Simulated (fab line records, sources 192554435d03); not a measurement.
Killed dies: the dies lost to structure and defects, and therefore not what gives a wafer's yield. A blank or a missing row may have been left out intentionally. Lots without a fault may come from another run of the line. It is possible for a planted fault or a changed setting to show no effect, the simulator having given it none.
Chamber matching / flow n5Finfet / N5_SDB_STRIP_21 on rieDiel-02 has 4 sister chambers
The step strips in CF4. 36 wafers are shown with their chamber, then 12 later ones without.

WAFERS, EACH WITH ITS CHAMBER
wafer=L075.1; chamber=2; drypumpMotorCurrentA (A)=5.6; showerheadPlenumPTorr (Torr)=1.84; throttleValvePct (%)=14.16
wafer=L075.2; chamber=3; drypumpMotorCurrentA (A)=5.8; showerheadPlenumPTorr (Torr)=1.82; throttleValvePct (%)=13.47
wafer=L075.3; chamber=0; drypumpMotorCurrentA (A)=5.5; showerheadPlenumPTorr (Torr)=1.81; throttleValvePct (%)=13.09
wafer=L077.1; chamber=0; drypumpMotorCurrentA (A)=5.5; showerheadPlenumPTorr (Torr)=1.81; throttleValvePct (%)=13.07
wafer=L077.2; chamber=3; drypumpMotorCurrentA (A)=5.8; showerheadPlenumPTorr (Torr)=1.81; throttleValvePct (%)=13.45
wafer=L077.3; chamber=1; drypumpMotorCurrentA (A)=4.8; showerheadPlenumPTorr (Torr)=1.72; throttleValvePct (%)=13.52
wafer=L077.4; chamber=2; drypumpMotorCurrentA (A)=5.6; showerheadPlenumPTorr (Torr)=1.84; throttleValvePct (%)=14.19
wafer=L077.5; chamber=1; drypumpMotorCurrentA (A)=4.8; showerheadPlenumPTorr (Torr)=1.72; throttleValvePct (%)=13.53
wafer=L077.6; chamber=0; drypumpMotorCurrentA (A)=5.5; showerheadPlenumPTorr (Torr)=1.81; throttleValvePct (%)=13.11
wafer=L078.1; chamber=2; drypumpMotorCurrentA (A)=5.6; showerheadPlenumPTorr (Torr)=1.84; throttleValvePct (%)=14.18
wafer=L078.2; chamber=1; drypumpMotorCurrentA (A)=4.8; showerheadPlenumPTorr (Torr)=1.72; throttleValvePct (%)=13.53
wafer=L078.5; chamber=0; drypumpMotorCurrentA (A)=5.5; showerheadPlenumPTorr (Torr)=1.81; throttleValvePct (%)=13.13
wafer=L079.1; chamber=2; drypumpMotorCurrentA (A)=5.6; showerheadPlenumPTorr (Torr)=1.84; throttleValvePct (%)=14.18
wafer=L079.2; chamber=3; drypumpMotorCurrentA (A)=5.8; showerheadPlenumPTorr (Torr)=1.81; throttleValvePct (%)=13.47
wafer=L079.3; chamber=1; drypumpMotorCurrentA (A)=4.8; showerheadPlenumPTorr (Torr)=1.72; throttleValvePct (%)=13.54
wafer=L079.4; chamber=0; drypumpMotorCurrentA (A)=5.5; showerheadPlenumPTorr (Torr)=1.81; throttleValvePct (%)=13.11
wafer=L079.5; chamber=1; drypumpMotorCurrentA (A)=4.8; showerheadPlenumPTorr (Torr)=1.72; throttleValvePct (%)=13.55
wafer=L079.6; chamber=2; drypumpMotorCurrentA (A)=5.6; showerheadPlenumPTorr (Torr)=1.84; throttleValvePct (%)=14.19
wafer=L084.2; chamber=0; drypumpMotorCurrentA (A)=5.4; showerheadPlenumPTorr (Torr)=1.80; throttleValvePct (%)=13.14
wafer=L084.5; chamber=0; drypumpMotorCurrentA (A)=5.5; showerheadPlenumPTorr (Torr)=1.80; throttleValvePct (%)=13.15
wafer=L084.6; chamber=1; drypumpMotorCurrentA (A)=4.8; showerheadPlenumPTorr (Torr)=1.71; throttleValvePct (%)=13.58
wafer=L088.1; chamber=3; drypumpMotorCurrentA (A)=5.9; showerheadPlenumPTorr (Torr)=1.81; throttleValvePct (%)=13.52
wafer=L088.2; chamber=2; drypumpMotorCurrentA (A)=5.6; showerheadPlenumPTorr (Torr)=1.84; throttleValvePct (%)=13.62
wafer=L088.3; chamber=1; drypumpMotorCurrentA (A)=4.8; showerheadPlenumPTorr (Torr)=1.71; throttleValvePct (%)=13.57
wafer=L088.4; chamber=0; drypumpMotorCurrentA (A)=5.5; showerheadPlenumPTorr (Torr)=1.80; throttleValvePct (%)=13.17
wafer=L088.5; chamber=3; drypumpMotorCurrentA (A)=5.8; showerheadPlenumPTorr (Torr)=1.81; throttleValvePct (%)=13.53
wafer=L088.6; chamber=0; drypumpMotorCurrentA (A)=5.5; showerheadPlenumPTorr (Torr)=1.80; throttleValvePct (%)=13.16
wafer=L089.1; chamber=1; drypumpMotorCurrentA (A)=4.8; showerheadPlenumPTorr (Torr)=1.71; throttleValvePct (%)=13.59
wafer=L089.5; chamber=3; drypumpMotorCurrentA (A)=5.9; showerheadPlenumPTorr (Torr)=1.81; throttleValvePct (%)=13.54
wafer=L089.6; chamber=0; drypumpMotorCurrentA (A)=5.5; showerheadPlenumPTorr (Torr)=1.80; throttleValvePct (%)=13.17
wafer=L091.1; chamber=3; drypumpMotorCurrentA (A)=5.9; showerheadPlenumPTorr (Torr)=1.81; throttleValvePct (%)=13.53
wafer=L091.4; chamber=2; drypumpMotorCurrentA (A)=5.6; showerheadPlenumPTorr (Torr)=1.84; throttleValvePct (%)=13.63
wafer=L091.5; chamber=2; drypumpMotorCurrentA (A)=5.6; showerheadPlenumPTorr (Torr)=1.84; throttleValvePct (%)=13.66
wafer=L093.1; chamber=1; drypumpMotorCurrentA (A)=4.8; showerheadPlenumPTorr (Torr)=1.71; throttleValvePct (%)=13.59
wafer=L093.2; chamber=0; drypumpMotorCurrentA (A)=5.5; showerheadPlenumPTorr (Torr)=1.80; throttleValvePct (%)=13.18
wafer=L093.3; chamber=2; drypumpMotorCurrentA (A)=5.6; showerheadPlenumPTorr (Torr)=1.84; throttleValvePct (%)=13.65

SIGNATURES (means of the wafers above)
reading=drypumpMotorCurrentA; chamber 0=5.491; chamber 1=4.800; chamber 2=5.600; chamber 3=5.843; scatter within a chamber=0.0286
reading=showerheadPlenumPTorr; chamber 0=1.8045; chamber 1=1.7156; chamber 2=1.8400; chamber 3=1.8114; scatter within a chamber=0.00426
reading=throttleValvePct; chamber 0=13.1345; chamber 1=13.5556; chamber 2=13.9400; chamber 3=13.5014; scatter within a chamber=0.145
Rule: a wafer's distance from a chamber is the root of the sum, over the readings, of the square of ((its reading less the chamber's mean) divided by the reading's scatter). The wafer belongs to the nearest chamber; if the next one is less than 2 further off, it can't be placed. The scatter: take each reading less its chamber's mean, square it, sum over the shown wafers, divide by the number of wafers less the number of chambers, and take the root.

WAFERS MISSING THEIR CHAMBER
wafer=L093.4; drypumpMotorCurrentA (A)=5.9; showerheadPlenumPTorr (Torr)=1.81; throttleValvePct (%)=13.53
wafer=L093.5; drypumpMotorCurrentA (A)=5.9; showerheadPlenumPTorr (Torr)=1.81; throttleValvePct (%)=13.53
wafer=L093.6; drypumpMotorCurrentA (A)=5.7; showerheadPlenumPTorr (Torr)=1.84; throttleValvePct (%)=13.65
wafer=L094.1; drypumpMotorCurrentA (A)=5.6; showerheadPlenumPTorr (Torr)=1.84; throttleValvePct (%)=13.66
wafer=L094.4; drypumpMotorCurrentA (A)=4.8; showerheadPlenumPTorr (Torr)=1.71; throttleValvePct (%)=13.62
wafer=L094.5; drypumpMotorCurrentA (A)=5.6; showerheadPlenumPTorr (Torr)=1.84; throttleValvePct (%)=13.67
wafer=L097.1; drypumpMotorCurrentA (A)=5.6; showerheadPlenumPTorr (Torr)=1.83; throttleValvePct (%)=13.68
wafer=L097.2; drypumpMotorCurrentA (A)=4.8; showerheadPlenumPTorr (Torr)=1.71; throttleValvePct (%)=13.62
wafer=L097.3; drypumpMotorCurrentA (A)=5.9; showerheadPlenumPTorr (Torr)=1.80; throttleValvePct (%)=13.54
wafer=L097.4; drypumpMotorCurrentA (A)=5.5; showerheadPlenumPTorr (Torr)=1.80; throttleValvePct (%)=13.18
wafer=L097.5; drypumpMotorCurrentA (A)=5.6; showerheadPlenumPTorr (Torr)=1.84; throttleValvePct (%)=13.67
wafer=L097.6; drypumpMotorCurrentA (A)=5.8; showerheadPlenumPTorr (Torr)=1.80; throttleValvePct (%)=13.56

WHICH CHAMBER EACH ONE RAN IN
wafer=L093.4; from the rows above=3; in truth=3
wafer=L093.5; from the rows above=3; in truth=3
wafer=L093.6; from the rows above=2; in truth=2
wafer=L094.1; from the rows above=2; in truth=2
wafer=L094.4; from the rows above=1; in truth=1
wafer=L094.5; from the rows above=2; in truth=2
wafer=L097.1; from the rows above=2; in truth=2
wafer=L097.2; from the rows above=1; in truth=1
wafer=L097.3; from the rows above=3; in truth=3
wafer=L097.4; from the rows above=0; in truth=0
wafer=L097.5; from the rows above=2; in truth=2
wafer=L097.6; from the rows above=3; in truth=3
Correctly placed: 12 of 12. Number that these rows cannot place: 0. Number placed wrongly: 0.
